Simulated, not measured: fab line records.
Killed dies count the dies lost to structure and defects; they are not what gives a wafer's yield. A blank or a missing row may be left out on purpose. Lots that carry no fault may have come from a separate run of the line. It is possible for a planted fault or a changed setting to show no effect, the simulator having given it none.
Which tool did it? | flow n5-finfet | 9 lots, 27 wafers sampled, at 5 steps of a route of 1938

WHAT THE GAUGES SHOWED, per wafer
N5_BEOL_M9_OCD_MEAS_38.
lot  | measured     | on     | trench-depth-nm (nm)
L256 | day 11 09:41 | ocd-01 | 153 146 149
L258 | day 12 12:40 | ocd-01 | 157 160 168
L265 | day 13 01:55 | ocd-01 | 166 159 157
L264 | day 13 07:27 | ocd-01 | 157 158 166
L268 | day 14 07:25 | ocd-01 | 144 152 149
L270 | day 14 20:23 | ocd-01 | 150 150 140
L274 | day 16 00:37 | ocd-01 | 154 147 156
L276 | day 16 05:17 | ocd-01 | 154 148 156
L275 | day 16 05:47 | ocd-02 | 150 147 149

EACH LOT AND THE TOOL THAT RAN IT (in order: tool; ch and the chambers of the sampled wafers; start)
lot  | N5_BEOL_M9_ILD_DEP_00           | N5_BEOL_M9_PECVD_70             | N5_BEOL_M9_ETCH_61                 | N5_BEOL_M9_TRENCH_ETCH_37
L256 | pecvd-02 ch 1,2, day 11 04:07   | pecvd-02 ch 0,1, day 11 04:44   | rie-diel-06 ch 1,2,3, day 11 05:43 | rie-diel-04 ch 1,2,3, day 11 09:30
L258 | pecvd-02 ch 1,2, day 12 06:38   | pecvd-02 ch 0,1,2, day 12 07:45 | rie-diel-06 ch 1,2,3, day 12 08:41 | rie-diel-04 ch 0,2,3, day 12 12:29
L265 | pecvd-01 ch 1,2, day 12 22:15   | pecvd-02 ch 0,2, day 12 22:53   | rie-diel-03 ch 1,3, day 13 00:15   | rie-diel-04 ch 2,3, day 13 01:44
L264 | pecvd-02 ch 0,1,2, day 13 01:45 | pecvd-02 ch 0,1,2, day 13 02:23 | rie-diel-03 ch 0,1,2, day 13 05:52 | rie-diel-04 ch 0,2,3, day 13 07:16
L268 | pecvd-04 ch 0,1, day 14 02:26   | pecvd-02 ch 0,2, day 14 03:03   | rie-diel-06 ch 0,3, day 14 04:52   | rie-diel-06 ch 0,1,2, day 14 07:15
L270 | pecvd-02 ch 0,2, day 14 11:47   | pecvd-01 ch 0,1,2, day 14 12:25 | rie-diel-06 ch 1,3, day 14 14:28   | rie-diel-06 ch 0,1,2, day 14 20:11
L274 | pecvd-01 ch 1,2, day 15 17:40   | pecvd-01 ch 0,2, day 15 18:17   | rie-diel-04 ch 0,2,3, day 15 19:23 | rie-diel-03 ch 0,2,3, day 16 00:26
L276 | pecvd-04 ch 0,1,2, day 15 20:10 | pecvd-01 ch 0,1,2, day 15 20:47 | rie-diel-04 ch 1,2,3, day 15 23:55 | rie-diel-03 ch 0,2,3, day 16 05:08
L275 | pecvd-02 ch 0,1,2, day 15 20:41 | pecvd-04 ch 1,2, day 15 21:19   | rie-diel-03 ch 2,3, day 16 00:55   | rie-diel-04 ch 0,3, day 16 05:36
- N5_BEOL_M9_ILD_DEP_00: deposits SiCOH lowk from DEMS/porogen, target thk 308.51 nm, time 58 s.
- N5_BEOL_M9_PECVD_70: deposits SiO2 from TEOS/O2, target thk 20 nm, time 22.7 s.
- N5_BEOL_M9_ETCH_61: etches SiARC in CF4, target depth 39 nm, time 65 s.
- N5_BEOL_M9_TRENCH_ETCH_37: etches SiCOH lowk in C4F6/O2, target depth 151.43 nm, time 49 s.

THE ANSWER, worked out from the rows above alone
Rule: the lots themselves supply what counts as usual. The widest of any qualifying gaps counts: lots, ordered by their means at a reading, are off when they make up no more than a third of the lots, leave a main group of 4 or more, and stand apart from it by 3 or more times the standard deviation of that group's means. A main group is skipped when, at the precision printed for the reading in the tables above, its means are all equal. A lot without any number at a reading at which 4 lots or more have one is off too. The other lots that the step has rows for count as sound.
Off: L258, L265, L264, at N5_BEOL_M9_OCD_MEAS_38 (trench-depth-nm). Mean 150 nm and standard deviation 2.2 in the main group.
If a tool, at a process step before that reading, ran all the lots that are off and no sound lot after the first of them, it fits. The gauges at N5_BEOL_M9_OCD_MEAS_38 are tried like those tools. No candidate that was tried fits.

WHAT THE SIMULATOR HAD INSERTED
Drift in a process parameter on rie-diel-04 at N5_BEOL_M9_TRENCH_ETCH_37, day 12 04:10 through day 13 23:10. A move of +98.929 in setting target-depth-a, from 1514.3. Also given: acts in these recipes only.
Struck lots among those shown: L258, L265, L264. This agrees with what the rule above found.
